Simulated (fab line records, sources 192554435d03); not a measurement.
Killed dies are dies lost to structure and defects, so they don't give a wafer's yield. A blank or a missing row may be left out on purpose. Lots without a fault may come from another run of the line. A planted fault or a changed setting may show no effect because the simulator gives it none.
Split-lot experiment | flow n5_finfet | 7 lots, 21 wafers read, on a route of 1938 steps

THE SPLIT
At N5_BEOL_M8_EXPOSE_25 (exposes mask V7, target cd 40 nm), the setting dose_mj was moved away from the recipe's 42.5 on 7 of the 21 wafers read, by -5.6% to +7.5%. The other wafers ran this setting at the recipe's value.

FROM THE SPLIT TO THE READING: what the file shows between them, 2 steps
- N5_BEOL_M8_PEB_26: peb time 60 s
- N5_BEOL_M8_DEVELOP_27: develop time 30 s

THE READING
cd_nm, in nm, at N5_BEOL_M8_CD_MEAS_28 (target cd 40 nm). Fault-free wafers of this fab line usually give 40.02 nm, standard deviation 0.23 nm.

wafer  | tool, chamber at the split | dose_mj as run | against the recipe | cd_nm, nm | against lot-mates on the recipe
L075.1 | euv_scanner-02, 0          | 42.5           | recipe             | 39.84     | -
L075.5 | euv_scanner-02, 0          | 42.5           | recipe             | 39.79     | -
L075.6 | euv_scanner-02, 0          | 42.5           | recipe             | 39.67     | -
L077.3 | euv_scanner-01, 0          | 42.5           | recipe             | 39.88     | -
L077.5 | euv_scanner-01, 0          | 43.85          | +3.2%              | 40.32     | +0.30
L077.6 | euv_scanner-01, 0          | 42.5           | recipe             | 40.16     | -
L080.1 | euv_scanner-02, 0          | 42.5           | recipe             | 39.79     | -
L080.5 | euv_scanner-02, 0          | 42.5           | recipe             | 39.77     | -
L080.6 | euv_scanner-02, 0          | 42.5           | recipe             | 40.21     | -
L084.2 | euv_scanner-01, 0          | 45.58          | +7.2%              | 42.10     | +1.62
L084.3 | euv_scanner-01, 0          | 42.5           | recipe             | 40.48     | -
L084.5 | euv_scanner-01, 0          | 45.58          | +7.2%              | 41.45     | +0.97
L085.1 | euv_scanner-02, 0          | 40.13          | -5.6%              | 38.65     | -1.33
L085.2 | euv_scanner-02, 0          | 42.5           | recipe             | 40.06     | -
L085.6 | euv_scanner-02, 0          | 42.5           | recipe             | 39.89     | -
L089.3 | euv_scanner-01, 0          | 45.69          | +7.5%              | 41.18     | +1.26
L089.5 | euv_scanner-01, 0          | 42.5           | recipe             | 39.92     | -
L089.6 | euv_scanner-01, 0          | 45.69          | +7.5%              | 41.45     | +1.53
L097.1 | euv_scanner-02, 0          | 42.5           | recipe             | 39.59     | -
L097.2 | euv_scanner-02, 0          | 44.02          | +3.6%              | 40.90     | +1.07
L097.6 | euv_scanner-02, 0          | 42.5           | recipe             | 40.07     | -

THE FIT
A straight line over all 21 wafers: cd_nm changes by +0.219 nm for each +1% of dose_mj; r = +0.94; the points scatter about the line by 0.27 nm.
The same after taking each lot's own level away (the mean of its wafers on the recipe; 21 wafers): +0.194 nm for each +1%; r = +0.95; scatter 0.21 nm.
On that fit, the largest move of dose_mj shifts the reading by 1.5 nm.
The lots' own levels span 39.767 to 40.480 nm, that is 3.1 times the standard deviation above.
So the lot-to-lot level changes the slope: the two fits differ.
Check: with one of the wafers moved furthest among these (+7.5%) left out of the fit, the line predicts +1.47 nm for it against its lot-mates. It came out at +1.26 nm against them.

OTHER SPLITS ON THESE WAFERS
These wafers also went through other splits before the reading. Each is held against what the fit with the lots' levels taken away leaves over:
other split on the same wafers | wafers away from the commonest value | r with cd_nm (lot level and that fit taken away)
N5_BEOL_M5_COAT_22 spin_rpm    | 6                                    | -0.33
N5_BEOL_M7_COAT_71 spin_rpm    | 4                                    | -0.18
N5_BEOL_M7_COAT_22 spin_rpm    | 7                                    | +0.09

THE WHOLE CHAIN: every reading that the file lists as answering this split, in the file's order
step                  | what it does                                                        | reading                                                        | change (the file's fit)               | r (the file's)
N5_BEOL_M8_CD_MEAS_28 | target cd 40 nm                                                     | cd_nm                                                          | +0.197 nm for each +1% of the setting | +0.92
N5_BEOL_M8_DESCUM_33  | chemistry O2, time 7 s                                              | BEOL_M8.cd_nm (the simulator's own value, which no gauge read) | +0.214 nm for each +1% of the setting | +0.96
N5_BEOL_M8_ETCH_72    | etches underlayer in N2/H2, target depth 6.5 nm, time 5.2 s         | BEOL_M8.cd_nm (the simulator's own value, which no gauge read) | +0.219 nm for each +1% of the setting | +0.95
N5_BEOL_M8_ETCH_66    | etches SOC in N2/H2, target depth 80 nm, overetch 16 nm, time 120 s | BEOL_M8.cd_nm (the simulator's own value, which no gauge read) | +0.248 nm for each +1% of the setting | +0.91

THE FILE'S OWN FIT
cd_nm changes by +0.197 nm for each +1% of dose_mj, r = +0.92.
